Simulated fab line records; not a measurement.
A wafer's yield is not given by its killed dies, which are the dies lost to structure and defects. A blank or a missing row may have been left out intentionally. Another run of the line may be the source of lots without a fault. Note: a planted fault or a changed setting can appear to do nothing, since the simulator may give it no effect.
Chamber matching | flow n5Finfet | N5_BEOL_M3_ALD_84 on aldMetal-04 has 4 sister chambers
The step deposits TaN, pulse time 2 s, purge time 3 s, co reactant purge time 2 s. 14 wafers are shown with their chamber, then 7 later ones without.

== WAFERS WITH THEIR CHAMBER ==
wafer  | chamber | heaterPowerW (W)
L074.1 | 2       | 422
L074.4 | 1       | 371
L074.6 | 1       | 362
L075.2 | 2       | 428
L075.3 | 0       | 463
L075.6 | 2       | 422
L076.1 | 3       | 468
L076.3 | 1       | 360
L076.6 | 1       | 359
L077.2 | 2       | 427
L077.4 | 0       | 434
L077.6 | 0       | 466
L084.3 | 0       | 458
L084.4 | 1       | 367

SIGNATURES, as means of the wafers listed above
reading      | chamber 0 | chamber 1 | chamber 2 | chamber 3 | scatter within a chamber
heaterPowerW | 455.25    | 363.80    | 424.75    | 468.00    | 8.77
Rule: a wafer's distance from a chamber is the root of the sum, over the readings, of the square of ((its reading less the chamber's mean) divided by the reading's scatter). If the next closest chamber is less than 2 further off than the closest, the wafer can't be placed; otherwise it belongs to the closest. The scatter is the square root of a quotient: the sum, over the shown wafers, of each reading's squared deviation from its chamber's mean, divided by wafers minus chambers.

== WAFERS WHOSE CHAMBER IS MISSING ==
wafer  | heaterPowerW (W)
L084.6 | 465
L087.2 | 425
L087.5 | 463
L087.6 | 427
L093.3 | 467
L093.5 | 462
L093.6 | 457

== THE CHAMBER EACH PASSED THROUGH ==
wafer  | from the rows above     | in truth
L084.6 | can't be placed: 3 or 0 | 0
L087.2 | 2                       | 2
L087.5 | can't be placed: 3 or 0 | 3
L087.6 | 2                       | 2
L093.3 | can't be placed: 3 or 0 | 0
L093.5 | can't be placed: 3 or 0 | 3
L093.6 | can't be placed: 0 or 3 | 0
Placed correctly: 2 of 7. From these rows, 5 cannot be placed; in 5 the true chamber is one of the candidates. Number placed wrongly: 0.
